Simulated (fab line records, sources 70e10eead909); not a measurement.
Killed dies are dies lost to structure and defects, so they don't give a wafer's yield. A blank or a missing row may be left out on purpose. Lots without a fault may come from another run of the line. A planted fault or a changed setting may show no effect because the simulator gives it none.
Which tool did it? | flow nand_harc | 6 lots, 18 wafers sampled, at 3 steps of a route of 1159

WHAT THE GAUGES READ, wafer by wafer
NHARC_P_STI_CD_MEAS_09: target cd 200 nm.
lot  | measured    | on        | cd_nm (nm)
L401 | day 2 19:13 | cd_sem-03 | 198.2 199.8 197.9
L403 | day 3 09:13 | cd_sem-03 | 200.8 200.6 203.2
L405 | day 3 20:50 | cd_sem-03 | 200.1 199.2 197.4
L416 | day 6 10:05 | cd_sem-01 | 203.3 202.6 205.1
L420 | day 7 11:19 | cd_sem-02 | 198.4 196.6 201.5
L422 | day 7 22:44 | cd_sem-03 | 201.7 198.7 204.8

WHICH TOOL RAN EACH LOT (tool, then ch and the chambers of the sampled wafers, then the start)
lot  | NHARC_P_ZERO_WELL_ETCH_63       | NHARC_P_STI_HM_DEP_30
L401 | rie_si-04 ch 2,3, day 1 19:34   | lpcvd-02 ch 0, day 2 15:10
L403 | rie_si-04 ch 0,1,2, day 2 08:04 | lpcvd-01 ch 0, day 3 05:04
L405 | rie_si-04 ch 0,1,3, day 2 19:34 | lpcvd-01 ch 0, day 3 12:49
L416 | rie_si-03 ch 1,2,3, day 5 13:44 | lpcvd-01 ch 1, day 6 05:49
L420 | rie_si-04 ch 0,1,3, day 6 13:33 | lpcvd-02 ch 0, day 7 07:14
L422 | rie_si-04 ch 0,2,3, day 7 01:41 | lpcvd-02 ch 1, day 7 18:43
- NHARC_P_ZERO_WELL_ETCH_63: etches the open film in HBr/Cl2, target depth 120 nm, time 40.1 s.
- NHARC_P_STI_HM_DEP_30: deposits Si3N4, target thk 80 nm, time 873 s.

THE ANSWER, worked out from the rows above alone
Rule: what is usual is taken from the lots themselves. Put in order of their means at a reading, lots are off if they are a third of the lots or fewer, leave a main group of 4 or more, and stand apart from it by a gap of 3 or more times the standard deviation of the main group's means; of several such gaps the widest counts. A main group whose means are all the same, to the digits that the tables above print for the reading, isn't used. A lot without any number at a reading at which 4 lots or more have one is off too. The other lots that the step has rows for count as sound.
No lot is off at any reading shown: from this, nothing can be told.

WHAT THE SIMULATOR HAD PUT IN
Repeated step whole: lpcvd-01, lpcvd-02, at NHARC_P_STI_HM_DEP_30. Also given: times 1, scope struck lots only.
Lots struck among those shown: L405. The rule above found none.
